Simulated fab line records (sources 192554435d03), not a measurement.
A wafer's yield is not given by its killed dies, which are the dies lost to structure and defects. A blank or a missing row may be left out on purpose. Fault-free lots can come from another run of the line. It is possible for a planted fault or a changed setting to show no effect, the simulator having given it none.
Comparing a struck lot with a sound one + flow n5Finfet + 37 out of 1938 route steps
Sound: these wafers, L447.1, L447.2, L447.5. Struck: wafer L461.3 (L461.1, L461.2, from the same lot, were not struck and are left out); the cause is given at the end.
At each step with rows: each side's tool, then ch and its chambers, then its first start. Under that, the readings that differ: sound wafers + struck wafers + difference of the means + sigmas: that difference in standard deviations of wafers without a fault.
alike: readings whose means differ by less than 2 such deviations, and words and numbers that are the same on both sides. not compared: withheld readings, readings that some wafer has no value for, bounds like >300 that may hide the same value, and numbers for which the record gives no deviation and whose values overlap.
The two part at a step that has a row with sigmas, a row that says differs or no value, or rows on one side only. Non-overlapping numbers with no deviation appear without sigmas and do not part them. A reading missing from all wafers of one side parts the sides only when that side holds two or more wafers.

first, 9 steps without rows for these wafers: N5_BEOL_M5_ANNEAL_89 (time 1800 s); N5_BEOL_M5_SPUTTER_90 (material Cu, target thk 4.5 nm, time 8.29 s); N5_BEOL_M5_ECD_50 (material Cu, target thk 300 nm); N5_BEOL_M5_ANNEAL_51 (time 90 s); N5_BEOL_M5_CMP_52 (polishes, stops on SiCOH lowk, t overpolish 6.9 s, target thk 62 nm); N5_BEOL_M5_PRE_CLEAN_77 (time 15 s); N5_BEOL_M5_CO_CAP_78 (material Co, precursor CCTBA/H2, target thk 2 nm, time 102.1 s); N5_BEOL_M5_PRE_CLEAN_55 (time 15 s); N5_BEOL_M5_DEP_56 (deposits SiCN from 3MS/NH3, target thk 8 nm, time 14 s).
N5_BEOL_M6_ILD_DEP_00: deposits SiCOH lowk from DEMS/porogen, target thk 179.75 nm, time 33.4 s.
  sound on pecvd-01 ch 1,2, day 10 09:50; struck on pecvd-01 ch 2, day 14 10:35
| reading                                           | sound           | struck | difference | sigmas |
|---------------------------------------------------|-----------------|--------|------------|--------|
| model.SiCOH_lowk_of_BEOL_M6_ILD_DEP_00.thkNm (nm) | 176.4 178 181.6 | 242.2  | +63.5      |        |
  alike: heaterPowerW, showerheadPlenumPTorr, showerheadVppV, susceptorTempC, throttleValvePct
then, 1 step without rows for these wafers: N5_BEOL_M6_CURE_74 (cures SiCOH lowk, time 240 s).
N5_BEOL_M6_THK_MEAS_01:
  struck on filmMetro-02, day 14 11:42; sound on filmMetro-01, day 10 10:24
| reading         | sound             | struck | difference | sigmas |
|-----------------|-------------------|--------|------------|--------|
| M6_ILD_THK (nm) | 152.1 153.3 156.7 | 209.6  | +55.6      | +23    |
then, 23 steps without rows for these wafers: N5_BEOL_M6_PECVD_70 (deposits SiO2 from TEOS/O2, target thk 20 nm, time 22.7 s); N5_BEOL_M6_HM_DEP_02 (deposits TiN, target thk 20 nm); N5_BEOL_M6_COAT_59 (time 60 s, resist thk 100 nm); N5_BEOL_M6_COAT_60 (time 60 s, resist thk 35 nm); N5_BEOL_M6_COAT_05 (resist thk 90 nm); N5_BEOL_M6_EBR_07; N5_BEOL_M6_SOFTBAKE_06 (time 60 s); N5_BEOL_M6_EXPOSE_08 (exposes mask M6); N5_BEOL_M6_PEB_09 (peb time 60 s); N5_BEOL_M6_DEVELOP_10 (develop time 30 s); N5_BEOL_M6_DESCUM_16 (chemistry O2, time 7.9 s); N5_BEOL_M6_ETCH_61 (etches SiARC in CF4, target depth 45.5 nm, time 75.8 s); N5_BEOL_M6_ETCH_62 (etches SOC in N2/H2, target depth 110 nm, overetch 22 nm, time 165 s); N5_BEOL_M6_STRIP_68 (strips in N2/H2); N5_BEOL_M6_STRIP_67 (strips in CF4); N5_BEOL_M6_HM_OPEN_17 (chemistry Cl2/BCl3, target TiN, target depth 20 nm, overetch 6 nm); N5_BEOL_M6_STRIP_19 (strips in O2); N5_BEOL_M6_COAT_63 (time 60 s, resist thk 60 nm); N5_BEOL_M6_COAT_64 (time 60 s, resist thk 12 nm); N5_BEOL_M6_COAT_71 (time 60 s, resist thk 5 nm); N5_BEOL_M6_COAT_22 (resist thk 30 nm); N5_BEOL_M6_EBR_24; N5_BEOL_M6_SOFTBAKE_23 (time 60 s).
N5_BEOL_M6_CMP_52: polishes, stops on SiCOH lowk, t overpolish 6.9 s, target thk 80 nm.
  sound on cmp-02 ch 0,2,3, day 10 18:14; struck on cmp-02 ch 2, day 14 19:37
| reading                                           | sound           | struck | difference | sigmas |
|---------------------------------------------------|-----------------|--------|------------|--------|
| model.SiCOH_lowk_of_BEOL_M6_ILD_DEP_00.thkNm (nm) | 149 150.4 153.6 | 206.6  | +55.6      |        |
  alike: motorCurrentA
-- here the record skips 4 days between the struck wafers' starts before and after, leaving off in module BEOL_M6 and picking up in module PASSIVATION (first step shown: number 1936 of the route) --
N5_PASSIVATION_PROBE_49:
  struck on prober-02, day 18 22:02; sound on prober-02, day 14 08:10
| reading         | sound    | struck | difference | sigmas |
|-----------------|----------|--------|------------|--------|
| killed_at_M4_up | 13 13 17 | 26     | +12        | +2     |
| killedOpen      | 93 75 88 | 60     | -25        | -2     |
  alike: defectLimitedYield, killed_at_M0_to_M3, killedAtContacts, killedAtFrontEnd, killedAtOther, killedDies, killedShort, sort_bin_5_function, sort_bin_6_memory, sortNPass, sortYieldPct

WHERE THEY PART
At N5_BEOL_M6_THK_MEAS_01 first; at N5_PASSIVATION_PROBE_49 last (within this record only).

WHY: what the simulator had put in
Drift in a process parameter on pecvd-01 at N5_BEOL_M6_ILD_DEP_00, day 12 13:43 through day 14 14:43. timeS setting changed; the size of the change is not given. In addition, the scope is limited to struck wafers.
